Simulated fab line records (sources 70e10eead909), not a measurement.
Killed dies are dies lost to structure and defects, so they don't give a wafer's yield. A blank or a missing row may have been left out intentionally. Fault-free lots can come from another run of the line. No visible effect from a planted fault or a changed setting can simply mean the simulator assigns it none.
fab line records -- flow nand_harc -- part 2 of 2: steps 21 to 27 of 27
record lots=5, wafers=15, last_day=23
route steps=1159 shown A_STAIRCASE@568
lots with no fault: from the same line, run without faults
start_h: hours from the record's first day to the start of the lot's first wafer shown -- wait_h: hours elapsed since this lot's preceding step -- " as in the row above -- L1.1+2: several wafers, shown together as one row -- - no value present, or no start provided -- * or withheld: withheld -- < > ~ a bound
route shown NAME@n: names a module that has steps shown in the file, with the first one's number in the route -- usual: average and standard deviation across the fault-free wafers -- same: alike in all rows -- chamber/n: place in a boat -- sites: readings site by site -- _std_site: the values' standard deviation -- _edge_site: the outer-site mean with the inner-site mean subtracted -- radius_mm: for every site, how far away it sits from the centre of the wafer -- mask NAME#n: copy n -- behind: tool/chamber where the wafer was last shaped -- hold: cause of the lot's hold/its duration in hours/its outcome -- device: the n, p or np transistor that did not switch -- end of line: the tests these same wafers got at the end of their route -- a step without rows: its recipe alone -- killed: the dies lost at the first sort to structure and to defects; this is not the yield of the wafer -- map: per-die view of a wafer (x killed, . not killed, _ where there is no die)
set.NAME: the run value of the setting; set.NAME@STEP: its run value at that earlier step -- model.NAME: the simulator's own value behind a step, which no gauge read
a table for each step, a row for each wafer; lots at some steps of the route
services: a tool's chamber out of use, with start hour (start_h, from the record's first day; less than 0 if before it), hours out, and reason
## steps
# step NHARC_A_STAIRCASE_TRIM_196
# recipe time_s=211.2, o2_flow_sccm=500, ar_flow_sccm=0, bias_w=0, chemistry=O2
# usual drypump_motor_current_A=5.8/0.38, oes_product_au=1.001/0.0096, rf_vpp_V=57.8/0.89, showerhead_plenum_p_Torr=3.54/0.13, throttle_valve_pct=17.037/0.0092
lot.wafer,tool,chamber,start_h,wait_h,drypump_motor_current_A,oes_product_au,rf_hours_counter_h,rf_vpp_V,showerhead_plenum_p_Torr,throttle_valve_pct
L075.1,rie_diel-03,2,248.17,0.1,5.9,0.993,7,56.9,3.67,17.033
L075.3,rie_diel-03,3,248.17,0.1,5.7,0.987,10,57.7,3.39,17.038
L075.2,rie_diel-03,0,248.17,0.1,5.9,1.004,9,56.8,3.53,17.018
L077.4,rie_diel-11,3,265.35,0.1,5.5,0.995,25,57.6,3.58,17.045
L077.3,rie_diel-11,0,265.35,0.1,6.1,0.989,17,57.2,3.57,17.028
L077.2,rie_diel-11,1,265.35,0.1,5.8,0.984,26,57.6,3.57,17.036
L088.2,rie_diel-11,3,320.10,0.1,5.5,0.998,45,57.1,3.57,17.036
L088.3,rie_diel-11,0,320.10,0.1,6.1,0.988,34,57.8,3.56,17.046
L088.1,rie_diel-11,2,320.10,0.1,5.4,1.006,44,57.2,3.67,17.050
L086.2,rie_diel-03,3,328.75,0.1,5.7,0.988,37,58.9,3.38,17.045
L086.3,rie_diel-03,0,328.75,0.1,5.9,1.011,34,59.2,3.52,17.042
L086.6,rie_diel-03,3,328.75,0.1,5.7,0.983,-,59.0,3.38,17.023
L089.3,rie_diel-11,0,338.65,0.1,6.1,1.002,41,59.1,3.55,17.042
L089.4,rie_diel-11,1,338.65,0.1,5.8,0.998,49,58.6,3.56,17.038
L089.6,rie_diel-11,1,338.65,0.1,5.8,1.008,-,57.9,3.56,17.037
# step NHARC_A_STAIRCASE_ETCH_197
# recipe target_depth_a=1000, time_s=40.5, ion_energy_ev=400, c4f8_flow_sccm=20, o2_flow_sccm=10, ar_flow_sccm=withheld, rf_w=600, bias_w=1000, chemistry=C4F8/O2
# usual oes_product_au=0.951/0.02, rf_vpp_V=896/4.9
lot.wafer,tool,chamber,start_h,wait_h,oes_product_au,rf_hours_counter_h,rf_vpp_V
L075.1,rie_diel-03,0,-,-,0.979,9,897
L075.3,rie_diel-03,1,-,-,0.988,9,897
L075.2,rie_diel-03,3,-,-,0.956,10,891
L077.2,rie_diel-11,3,-,-,0.944,25,899
L077.4,rie_diel-11,0,-,-,0.945,18,897
L077.3,rie_diel-11,2,-,-,0.955,25,900
L088.3,rie_diel-11,0,-,-,0.960,34,897
L088.1,rie_diel-11,1,-,-,0.967,41,896
L088.2,rie_diel-11,3,-,-,0.952,45,897
L086.3,rie_diel-03,0,-,-,0.931,34,895
L086.2,rie_diel-03,2,-,-,0.906,34,900
L086.6,rie_diel-03,1,-,-,0.925,-,897
L089.3,rie_diel-11,1,-,-,0.952,49,897
L089.4,rie_diel-11,2,-,-,0.969,53,902
L089.6,rie_diel-11,2,-,-,0.966,-,902
# step NHARC_A_STAIRCASE_TRIM_198
# recipe time_s=211.2, o2_flow_sccm=500, ar_flow_sccm=0, bias_w=0, chemistry=O2
# usual drypump_motor_current_A=5.8/0.38, oes_product_au=1.002/0.01, rf_vpp_V=57.9/0.8, showerhead_plenum_p_Torr=3.55/0.13, throttle_valve_pct=17.037/0.0088
lot.wafer,tool,chamber,start_h,wait_h,drypump_motor_current_A,oes_product_au,rf_hours_counter_h,rf_vpp_V,showerhead_plenum_p_Torr,throttle_valve_pct
L075.3,rie_diel-03,3,-,-,5.7,0.982,10,56.2,3.39,17.041
L075.1,rie_diel-03,0,-,-,5.9,1.000,9,56.3,3.53,17.037
L075.2,rie_diel-03,1,-,-,5.7,0.995,9,58.2,3.56,17.030
L077.4,rie_diel-11,0,-,-,6.1,0.990,18,57.6,3.57,17.017
L077.2,rie_diel-11,1,-,-,5.8,1.000,26,57.1,3.57,17.047
L077.3,rie_diel-11,2,-,-,5.4,1.018,25,57.7,3.68,17.033
L088.1,rie_diel-11,2,-,-,5.4,1.011,44,59.1,3.67,17.031
L088.3,rie_diel-11,3,-,-,5.5,0.990,45,58.7,3.57,17.041
L088.2,rie_diel-11,1,-,-,5.8,1.002,41,57.8,3.56,17.048
L086.2,rie_diel-03,3,-,-,5.7,0.980,37,57.6,3.38,17.043
L086.3,rie_diel-03,0,-,-,5.9,1.001,34,58.0,3.52,17.028
L086.6,rie_diel-03,2,-,-,5.9,0.981,-,58.6,3.65,17.038
L089.4,rie_diel-11,3,-,-,5.5,1.005,54,57.7,3.57,17.022
L089.3,rie_diel-11,1,-,-,5.9,0.993,49,57.4,3.56,17.028
L089.6,rie_diel-11,2,-,-,5.4,1.009,-,57.5,3.66,17.042
# step NHARC_A_STAIRCASE_ETCH_199
# recipe target_depth_a=1000, time_s=40.5, ion_energy_ev=400, c4f8_flow_sccm=20, o2_flow_sccm=10, ar_flow_sccm=withheld, rf_w=600, bias_w=1000, chemistry=C4F8/O2
# usual oes_product_au=0.943/0.012, rf_vpp_V=896/4.9
lot.wafer,tool,chamber,start_h,wait_h,oes_product_au,rf_hours_counter_h,rf_vpp_V
L075.1,rie_diel-03,0,-,-,0.934,9,896
L075.3,rie_diel-03,1,-,-,0.927,9,898
L075.2,rie_diel-03,2,-,-,0.921,7,901
L077.3,rie_diel-11,1,-,-,0.935,26,897
L077.4,rie_diel-11,2,-,-,0.943,25,902
L077.2,rie_diel-11,0,-,-,0.928,18,898
L088.3,rie_diel-11,3,-,-,0.939,45,897
L088.2,rie_diel-11,0,-,-,0.964,34,896
L088.1,rie_diel-11,1,-,-,0.968,41,898
L086.3,rie_diel-03,0,-,-,0.921,34,895
L086.2,rie_diel-03,1,-,-,0.946,32,897
L086.6,rie_diel-03,3,-,-,0.925,-,891
L089.4,rie_diel-11,0,-,-,0.942,42,897
L089.3,rie_diel-11,2,-,-,0.943,53,899
L089.6,rie_diel-11,0,-,-,0.945,-,896
# step NHARC_A_STAIRCASE_TRIM_200
# recipe time_s=211.2, o2_flow_sccm=500, ar_flow_sccm=0, bias_w=0, chemistry=O2
# usual drypump_motor_current_A=5.8/0.38, oes_product_au=1.001/0.0086, rf_vpp_V=57.9/0.86, showerhead_plenum_p_Torr=3.54/0.13, throttle_valve_pct=17.037/0.0094
lot.wafer,tool,chamber,start_h,wait_h,drypump_motor_current_A,oes_product_au,rf_hours_counter_h,rf_vpp_V,showerhead_plenum_p_Torr,throttle_valve_pct
L075.1,rie_diel-03,0,-,-,5.9,1.006,9,57.6,3.53,17.031
L075.3,rie_diel-03,1,-,-,5.6,0.996,9,57.3,3.56,17.039
L075.2,rie_diel-03,2,-,-,5.9,0.992,7,59.5,3.67,17.044
L077.3,rie_diel-11,1,-,-,5.8,0.984,26,57.6,3.57,17.045
L077.2,rie_diel-11,2,-,-,5.4,1.003,25,57.7,3.68,17.033
L077.4,rie_diel-11,3,-,-,5.5,0.997,25,57.4,3.58,17.026
L088.3,rie_diel-11,1,-,-,5.8,0.999,41,58.2,3.56,17.041
L088.1,rie_diel-11,2,-,-,5.4,1.012,44,59.1,3.67,17.038
L088.2,rie_diel-11,3,-,-,5.5,0.999,45,57.0,3.57,17.039
L086.3,rie_diel-03,1,-,-,5.7,1.017,32,58.0,3.55,17.033
L086.2,rie_diel-03,2,-,-,5.9,0.987,34,59.1,3.65,17.037
L086.6,rie_diel-03,3,-,-,5.7,0.997,-,58.2,3.38,17.030
L089.4,rie_diel-11,0,-,-,6.1,1.000,42,57.8,3.55,17.039
L089.3,rie_diel-11,3,-,-,5.5,0.999,55,57.4,3.57,17.026
L089.6,rie_diel-11,0,-,-,6.1,0.999,-,58.6,3.55,17.028
# step NHARC_A_STAIRCASE_ETCH_201
# recipe target_depth_a=1000, time_s=40.5, ion_energy_ev=400, c4f8_flow_sccm=20, o2_flow_sccm=10, ar_flow_sccm=withheld, rf_w=600, bias_w=1000, chemistry=C4F8/O2
# usual oes_product_au=0.943/0.011, rf_vpp_V=897/4.9
lot.wafer,tool,chamber,start_h,wait_h,oes_product_au,rf_hours_counter_h,rf_vpp_V
L075.2,rie_diel-03,3,-,-,0.928,10,893
L075.3,rie_diel-03,0,-,-,0.925,9,895
L075.1,rie_diel-03,2,-,-,0.924,7,901
L077.3,rie_diel-11,3,-,-,0.925,25,899
L077.4,rie_diel-11,0,-,-,0.919,18,897
L077.2,rie_diel-11,1,-,-,0.926,26,897
L088.2,rie_diel-11,1,-,-,0.938,41,896
L088.1,rie_diel-11,2,-,-,0.965,44,901
L088.3,rie_diel-11,0,-,-,0.947,34,897
L086.3,rie_diel-03,3,-,-,0.942,38,891
L086.2,rie_diel-03,1,-,-,0.957,32,896
L086.6,rie_diel-03,0,-,-,0.939,-,895
L089.4,rie_diel-11,1,-,-,0.928,49,897
L089.3,rie_diel-11,2,-,-,0.941,53,900
L089.6,rie_diel-11,1,-,-,0.929,-,897
# step NHARC_A_STAIRCASE_TRIM_202
# recipe time_s=211.2, o2_flow_sccm=500, ar_flow_sccm=0, bias_w=0, chemistry=O2
# usual drypump_motor_current_A=5.8/0.38, oes_product_au=1.001/0.0094, rf_vpp_V=57.9/0.88, showerhead_plenum_p_Torr=3.55/0.13, throttle_valve_pct=17.036/0.009
lot.wafer,tool,chamber,start_h,wait_h,drypump_motor_current_A,oes_product_au,rf_hours_counter_h,rf_vpp_V,showerhead_plenum_p_Torr,throttle_valve_pct
L075.2,rie_diel-03,3,-,-,5.7,0.988,10,58.1,3.39,17.042
L075.1,rie_diel-03,0,-,-,5.9,1.007,9,57.4,3.53,17.025
L075.3,rie_diel-03,2,-,-,5.9,1.004,7,59.6,3.67,17.039
L077.3,rie_diel-11,0,-,-,6.1,1.007,18,58.7,3.57,17.027
L077.4,rie_diel-11,1,-,-,5.9,1.010,26,58.0,3.57,17.042
L077.2,rie_diel-11,2,-,-,5.4,1.015,25,57.5,3.68,17.032
L088.2,rie_diel-11,1,-,-,5.9,0.996,41,58.5,3.56,17.036
L088.1,rie_diel-11,2,-,-,5.4,1.000,44,57.2,3.67,17.036
L088.3,rie_diel-11,3,-,-,5.5,0.989,45,57.4,3.57,17.050
L086.3,rie_diel-03,1,-,-,5.7,1.011,32,57.3,3.55,17.030
L086.2,rie_diel-03,2,-,-,5.9,0.993,34,58.1,3.65,17.026
L086.6,rie_diel-03,0,-,-,5.9,1.001,-,58.4,3.52,17.054
L089.4,rie_diel-11,2,-,-,5.4,1.003,53,57.8,3.66,17.033
L089.3,rie_diel-11,0,-,-,6.1,1.006,42,59.5,3.55,17.048
L089.6,rie_diel-11,1,-,-,5.8,1.004,-,57.0,3.56,17.019
## services
tool,chamber,start_h,hours,kind
rie_diel-11,0,223.77,14.4,repair
rie_diel-11,1,226.35,-,clean
rie_diel-11,2,226.35,-,clean
rie_diel-11,3,226.35,-,clean
rie_diel-03,2,233.58,4.2,repair
litho_track-05,-,237.00,7.0,pm
rie_diel-11,0,250.85,-,clean
rie_diel-11,1,250.85,-,clean
rie_diel-11,2,250.85,-,clean
rie_diel-11,3,250.85,-,clean
krf_scanner-01,-,256.00,4.0,pm
rie_diel-03,0,259.93,7.7,repair
rie_diel-03,1,267.17,12.7,repair
rie_diel-11,-,272.47,0.4,repair
rie_diel-11,0,275.35,-,clean
rie_diel-11,1,275.35,-,clean
rie_diel-11,2,275.35,-,clean
rie_diel-11,3,275.35,-,clean
krf_scanner-03,-,296.82,1.1,repair
rie_diel-11,0,299.85,-,clean
rie_diel-11,1,299.85,-,clean
rie_diel-11,2,299.85,-,clean
wet_bench-06,-,305.60,8.0,pm
krf_scanner-03,-,310.95,0.2,repair
